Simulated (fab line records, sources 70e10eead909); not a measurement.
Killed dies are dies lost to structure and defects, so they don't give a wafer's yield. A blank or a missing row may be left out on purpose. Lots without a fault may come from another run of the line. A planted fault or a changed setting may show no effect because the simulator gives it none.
Chamber matching | flow nand_harc | NHARC_A_M0_PRE_CLEAN_31 on pecvd-04: 3 sister chambers
The step time 12 s. 6 wafers are shown with their chamber, then 7 later ones without.

WAFERS WITH THEIR CHAMBER
wafer  | chamber | heater_power_w (W)
L269.5 | 2       | 492
L283.3 | 0       | 750
L283.5 | 1       | 479
L283.6 | 2       | 492
L288.1 | 0       | 641
L288.2 | 1       | 482

WAFERS WITHOUT THEIR CHAMBER
wafer  | heater_power_w (W)
L288.4 | 462
L289.3 | 555
L289.4 | 518
L289.5 | 698
L290.4 | 573
L290.5 | 525
L290.6 | 737

WHICH CHAMBER EACH WENT THROUGH
wafer  | from the rows above          | in truth
L288.4 | can't be placed: 1 or 2      | 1
L289.3 | can't be placed: 2 or 1 or 0 | 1
L289.4 | can't be placed: 2 or 1      | 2
L289.5 | 0                            | 0
L290.4 | can't be placed: 2 or 1 or 0 | 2
L290.5 | can't be placed: 2 or 1      | 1
L290.6 | 0                            | 0
Placed correctly: 2 of 7. Can't be placed from these rows: 5 (the true chamber is among the candidates in 5). Placed wrongly: 0.
How it was worked out, from the rows above alone: a wafer's distance from a chamber is the root of the sum, over the readings, of the square of ((its reading less the chamber's mean) divided by the reading's scatter). The wafer belongs to the nearest chamber; if the next one is less than 2 further off, it can't be placed. A chamber's mean is the mean of its shown wafers. The scatter: the root of (the sum of the squares of (reading less its chamber's mean) over the shown wafers, divided by (wafers less chambers)).
